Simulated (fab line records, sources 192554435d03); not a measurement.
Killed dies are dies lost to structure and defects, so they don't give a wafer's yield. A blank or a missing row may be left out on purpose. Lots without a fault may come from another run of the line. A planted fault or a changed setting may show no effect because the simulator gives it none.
Chamber matching | flow n5_finfet | N5_DUMMY_GATE_ALD_02 on ald_sin-04: 4 sister chambers
The step deposits SiO2, target thk 2 nm, pulse time 1 s. 4 wafers are shown with their chamber, then 8 later ones without.

WAFERS WITH THEIR CHAMBER
wafer  | chamber | heater_power_w (W)
L083.5 | 0       | 455
L084.1 | 2       | 565
L084.5 | 3       | 543
L088.1 | 1       | 403

WAFERS WITHOUT THEIR CHAMBER
wafer  | heater_power_w (W)
L088.2 | 554
L088.6 | 538
L090.1 | 563
L090.2 | 412
L090.3 | 542
L094.1 | 537
L094.4 | 458
L094.6 | 399

WHICH CHAMBER EACH WENT THROUGH
wafer  | from the rows above     | in truth
L088.2 | can't be placed: 2 or 3 | 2
L088.6 | 3                       | 3
L090.1 | 2                       | 2
L090.2 | 1                       | 1
L090.3 | 3                       | 3
L094.1 | 3                       | 3
L094.4 | 0                       | 0
L094.6 | 1                       | 1
Placed correctly: 7 of 8. Can't be placed from these rows: 1 (the true chamber is among the candidates in 1). Placed wrongly: 0.
How it was worked out, from the rows above alone: a wafer's distance from a chamber is the root of the sum, over the readings, of the square of ((its reading less the chamber's mean) divided by the reading's scatter). The wafer belongs to the nearest chamber; if the next one is less than 2 further off, it can't be placed. A chamber's mean is the mean of its shown wafers. The scatter: with one shown wafer a chamber, the root of the mean of the squares of how far each hidden wafer lies from its nearest shown one.
